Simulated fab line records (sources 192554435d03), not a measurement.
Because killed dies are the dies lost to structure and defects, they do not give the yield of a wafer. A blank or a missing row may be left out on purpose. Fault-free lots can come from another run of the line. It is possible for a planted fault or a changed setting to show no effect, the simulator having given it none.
Lot-split experiment / flow n5 finfet / 21 wafers read across 7 lots, on a route 1938 steps long

THE SPLIT
At N5_BEOL_M9_PECVD_70 (deposits SiO2 from TEOS/O2, target thk 20 nm, time 22.7 s), the setting time s was moved away from the recipe's 22.7 s on 6 of the 21 wafers read, by -10.5% to +8.6%. This setting was run at the recipe's value on the other wafers.

FROM THE SPLIT TO THE READING: what the file shows between them, 3 steps
- N5_BEOL_M9_HM_DEP_02: deposits TiN, target thk 20 nm
- N5_BEOL_M9_COAT_59: time 60 s, resist thk 100 nm
- N5_BEOL_M9_STRIP_80: strips in N2/H2, time 10 s

THE READING
SiO2_of_BEOL_M9_PECVD_70.thk nm (the simulator's own value, which no gauge read), in nm, at N5_BEOL_M9_HM_STRIP_39 (strips TiN in peroxide tin strip, target depth 25 nm, time 158 s). The file gives no usual value for it. The 15 wafers here that ran the recipe average 19.9 nm, standard deviation 0.35 nm.

wafer=L074.2; tool, chamber at the split=pecvd-03, 1; time s as run, s=22.7; against the recipe=recipe; SiO2_of_BEOL_M9_PECVD_70.thk nm, nm=20.2; against lot-mates on the recipe=-
wafer=L074.5; tool, chamber at the split=pecvd-03, 2,1; time s as run, s=22.7; against the recipe=recipe; SiO2_of_BEOL_M9_PECVD_70.thk nm, nm=20.4; against lot-mates on the recipe=-
wafer=L074.6; tool, chamber at the split=pecvd-03, 2,1; time s as run, s=22.7; against the recipe=recipe; SiO2_of_BEOL_M9_PECVD_70.thk nm, nm=20.4; against lot-mates on the recipe=-
wafer=L077.1; tool, chamber at the split=pecvd-03, 0; time s as run, s=24.66; against the recipe=+8.6%; SiO2_of_BEOL_M9_PECVD_70.thk nm, nm=20.8; against lot-mates on the recipe=+1.2
wafer=L077.4; tool, chamber at the split=pecvd-03, 2; time s as run, s=24.66; against the recipe=+8.6%; SiO2_of_BEOL_M9_PECVD_70.thk nm, nm=21.8; against lot-mates on the recipe=+2.2
wafer=L077.5; tool, chamber at the split=pecvd-03, 0; time s as run, s=22.7; against the recipe=recipe; SiO2_of_BEOL_M9_PECVD_70.thk nm, nm=19.6; against lot-mates on the recipe=-
wafer=L080.2; tool, chamber at the split=pecvd-04, 0; time s as run, s=20.52; against the recipe=-9.6%; SiO2_of_BEOL_M9_PECVD_70.thk nm, nm=18; against lot-mates on the recipe=-2.0
wafer=L080.5; tool, chamber at the split=pecvd-04, 2,0; time s as run, s=22.7; against the recipe=recipe; SiO2_of_BEOL_M9_PECVD_70.thk nm, nm=20; against lot-mates on the recipe=-
wafer=L080.6; tool, chamber at the split=pecvd-04, 2,0; time s as run, s=22.7; against the recipe=recipe; SiO2_of_BEOL_M9_PECVD_70.thk nm, nm=20; against lot-mates on the recipe=-
wafer=L085.1; tool, chamber at the split=pecvd-02, 2; time s as run, s=22.7; against the recipe=recipe; SiO2_of_BEOL_M9_PECVD_70.thk nm, nm=19.4; against lot-mates on the recipe=-
wafer=L085.4; tool, chamber at the split=pecvd-02, 1; time s as run, s=22.7; against the recipe=recipe; SiO2_of_BEOL_M9_PECVD_70.thk nm, nm=19.8; against lot-mates on the recipe=-
wafer=L085.5; tool, chamber at the split=pecvd-02, 1; time s as run, s=20.86; against the recipe=-8.1%; SiO2_of_BEOL_M9_PECVD_70.thk nm, nm=18.6; against lot-mates on the recipe=-1.0
wafer=L087.2; tool, chamber at the split=pecvd-02, 2,1; time s as run, s=22.7; against the recipe=recipe; SiO2_of_BEOL_M9_PECVD_70.thk nm, nm=19.4; against lot-mates on the recipe=-
wafer=L087.3; tool, chamber at the split=pecvd-02, 2,1; time s as run, s=22.7; against the recipe=recipe; SiO2_of_BEOL_M9_PECVD_70.thk nm, nm=19.6; against lot-mates on the recipe=-
wafer=L087.6; tool, chamber at the split=pecvd-02, 0; time s as run, s=22.7; against the recipe=recipe; SiO2_of_BEOL_M9_PECVD_70.thk nm, nm=20.4; against lot-mates on the recipe=-
wafer=L091.1; tool, chamber at the split=pecvd-02, 1,2; time s as run, s=20.32; against the recipe=-10.5%; SiO2_of_BEOL_M9_PECVD_70.thk nm, nm=17.6; against lot-mates on the recipe=-2.0
wafer=L091.6; tool, chamber at the split=pecvd-02, 1,2; time s as run, s=20.32; against the recipe=-10.5%; SiO2_of_BEOL_M9_PECVD_70.thk nm, nm=17.6; against lot-mates on the recipe=-2.0
wafer=L091.3; tool, chamber at the split=pecvd-02, 1; time s as run, s=22.7; against the recipe=recipe; SiO2_of_BEOL_M9_PECVD_70.thk nm, nm=19.6; against lot-mates on the recipe=-
wafer=L095.1; tool, chamber at the split=pecvd-02, 0; time s as run, s=22.7; against the recipe=recipe; SiO2_of_BEOL_M9_PECVD_70.thk nm, nm=20; against lot-mates on the recipe=-
wafer=L095.4; tool, chamber at the split=pecvd-02, 1; time s as run, s=22.7; against the recipe=recipe; SiO2_of_BEOL_M9_PECVD_70.thk nm, nm=19.6; against lot-mates on the recipe=-
wafer=L095.5; tool, chamber at the split=pecvd-02, 0; time s as run, s=22.7; against the recipe=recipe; SiO2_of_BEOL_M9_PECVD_70.thk nm, nm=20.2; against lot-mates on the recipe=-
When a row names more than one chamber, that row covers several wafers, and the file does not tell which wafer ran in which chamber.

THE FIT
A straight line over all 21 wafers: SiO2_of_BEOL_M9_PECVD_70.thk nm changes by +0.19 nm for each +1% of time s; r = +0.93; the points scatter about the line by 0.37 nm.
The same after taking each lot's own level away (the mean of its wafers on the recipe; 21 wafers): +0.188 nm for each +1%; r = +0.96; scatter 0.3 nm.
According to that fit, moving time s by its largest amount changes the reading by 2 nm.
The lots' own levels span 19.60 to 20.33 nm, that is 2.1 times the standard deviation above.
The two slopes agree, so the slope changes little with the lot-to-lot level.
Check: with one of the wafers moved furthest among these (-10.5%) left out of the fit, the line predicts -1.94 nm for it against its lot-mates. It came out at -2 nm against them.

THE OTHER SPLITS THESE WAFERS WENT THROUGH
Note: prior to the reading, these wafers also went through further splits. Each is held against what the fit with the lots' levels taken away leaves over:
other split on the same wafers=N5_BEOL_M5_ETCH_72 bias w; wafers away from the commonest value=7; r with SiO2_of_BEOL_M9_PECVD_70.thk nm (lot level and that fit taken away)=-0.16
other split on the same wafers=N5_BEOL_M5_DEP_56 time s; wafers away from the commonest value=4; r with SiO2_of_BEOL_M9_PECVD_70.thk nm (lot level and that fit taken away)=+0.11
other split on the same wafers=N5_BEOL_M7_ILD_DEP_00 time s; wafers away from the commonest value=7; r with SiO2_of_BEOL_M9_PECVD_70.thk nm (lot level and that fit taken away)=+0.22
other split on the same wafers=N5_BEOL_M7_ETCH_61 source w; wafers away from the commonest value=10; r with SiO2_of_BEOL_M9_PECVD_70.thk nm (lot level and that fit taken away)=+0.12
other split on the same wafers=N5_BEOL_M7_COAT_71 spin rpm; wafers away from the commonest value=9; r with SiO2_of_BEOL_M9_PECVD_70.thk nm (lot level and that fit taken away)=+0.06
other split on the same wafers=N5_BEOL_M8_ETCH_65 source w; wafers away from the commonest value=8; r with SiO2_of_BEOL_M9_PECVD_70.thk nm (lot level and that fit taken away)=-0.06
other split on the same wafers=N5_BEOL_M8_TRENCH_ETCH_37 bias w; wafers away from the commonest value=6; r with SiO2_of_BEOL_M9_PECVD_70.thk nm (lot level and that fit taken away)=+0.18

THE WHOLE CHAIN: every reading that the file lists as answering this split, in the file's order
step=N5_BEOL_M9_PECVD_70; what it does=deposits SiO2 from TEOS/O2, target thk 20 nm, time 22.7 s; reading=SiO2_of_BEOL_M9_PECVD_70.thk nm (the simulator's own value, which no gauge read); change (the file's fit)=+0.189 nm for each +1% of the setting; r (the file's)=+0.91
step=N5_BEOL_M9_HM_STRIP_39; what it does=strips TiN in peroxide tin strip, target depth 25 nm, time 158 s; reading=SiO2_of_BEOL_M9_PECVD_70.thk nm (the simulator's own value, which no gauge read); change (the file's fit)=+0.184 nm for each +1% of the setting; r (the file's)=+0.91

THE FILE'S OWN FIT
SiO2_of_BEOL_M9_PECVD_70.thk nm changes by +0.184 nm for each +1% of time s, r = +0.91.
